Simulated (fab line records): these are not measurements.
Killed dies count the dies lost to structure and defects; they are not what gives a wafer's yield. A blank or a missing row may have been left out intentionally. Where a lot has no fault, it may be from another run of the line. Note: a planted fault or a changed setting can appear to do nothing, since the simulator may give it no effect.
Matching of chambers + flow nandHarc + 4 sister chambers for NHARC_A_BLC_STRIP_21 on rieDiel-09
The step strips in O2. 14 wafers are shown with their chamber, then 7 later ones without.

## WAFERS WITH THEIR CHAMBER
| wafer  | chamber | drypumpMotorCurrentA (A) | showerheadPlenumPTorr (Torr) | throttleValvePct (%) |
|--------|---------|--------------------------|------------------------------|----------------------|
| L080.1 | 2       | 5.7                      | 3.56                         | 17.028               |
| L080.2 | 1       | 5.5                      | 3.80                         | 17.032               |
| L080.5 | 2       | 5.7                      | 3.56                         | 17.023               |
| L080.3 | 0       | 5.2                      | 3.48                         | 17.034               |
| L080.4 | 3       | 6.5                      | 3.63                         | 17.041               |
| L080.6 | 1       | 5.5                      | 3.80                         | 17.033               |
| L083.2 | 2       | 5.7                      | 3.55                         | 17.024               |
| L083.3 | 0       | 5.2                      | 3.47                         | 17.023               |
| L083.6 | 1       | 5.5                      | 3.79                         | 17.034               |
| L084.1 | 3       | 6.5                      | 3.62                         | 17.052               |
| L084.4 | 2       | 5.7                      | 3.54                         | 17.044               |
| L084.5 | 2       | 5.7                      | 3.54                         | 17.034               |
| L088.3 | 0       | 5.2                      | 3.46                         | 17.042               |
| L088.4 | 2       | 5.8                      | 3.54                         | 17.042               |

SIGNATURES, as means of the wafers listed above
| reading               | chamber 0 | chamber 1 | chamber 2 | chamber 3 | scatter within a chamber |
|-----------------------|-----------|-----------|-----------|-----------|--------------------------|
| drypumpMotorCurrentA  | 5.200     | 5.500     | 5.717     | 6.500     | 0.0289                   |
| showerheadPlenumPTorr | 3.4700    | 3.7967    | 3.5483    | 3.6250    | 0.00894                  |
| throttleValvePct      | 17.03300  | 17.03300  | 17.03250  | 17.04650  | 0.00807                  |
Rule: distance of a wafer from a chamber = root of the sum over the readings of ((wafer's reading minus chamber's mean) / reading's scatter) squared. The wafer belongs to the nearest chamber; if the next one is less than 2 further off, it can't be placed. The scatter: take each reading less its chamber's mean, square it, sum over the shown wafers, divide by the number of wafers less the number of chambers, and take the root.

## WAFERS WITHOUT THEIR CHAMBER
| wafer  | drypumpMotorCurrentA (A) | showerheadPlenumPTorr (Torr) | throttleValvePct (%) |
|--------|--------------------------|------------------------------|----------------------|
| L088.6 | 6.5                      | 3.61                         | 17.040               |
| L091.1 | 5.7                      | 3.54                         | 17.025               |
| L091.3 | 5.2                      | 3.46                         | 17.045               |
| L091.4 | 5.5                      | 3.78                         | 17.028               |
| L097.1 | 6.5                      | 3.60                         | 17.030               |
| L097.2 | 5.8                      | 3.53                         | 17.028               |
| L097.6 | 5.5                      | 3.77                         | 17.019               |

## THE CHAMBER EACH PASSED THROUGH
| wafer  | from the rows above | in truth |
|--------|---------------------|----------|
| L088.6 | 3                   | 3        |
| L091.1 | 2                   | 2        |
| L091.3 | 0                   | 0        |
| L091.4 | 1                   | 1        |
| L097.1 | 3                   | 3        |
| L097.2 | 2                   | 2        |
| L097.6 | 1                   | 1        |
Correct placement for 7 of the 7. Can't be placed from these rows: 0. Wrongly placed: 0.
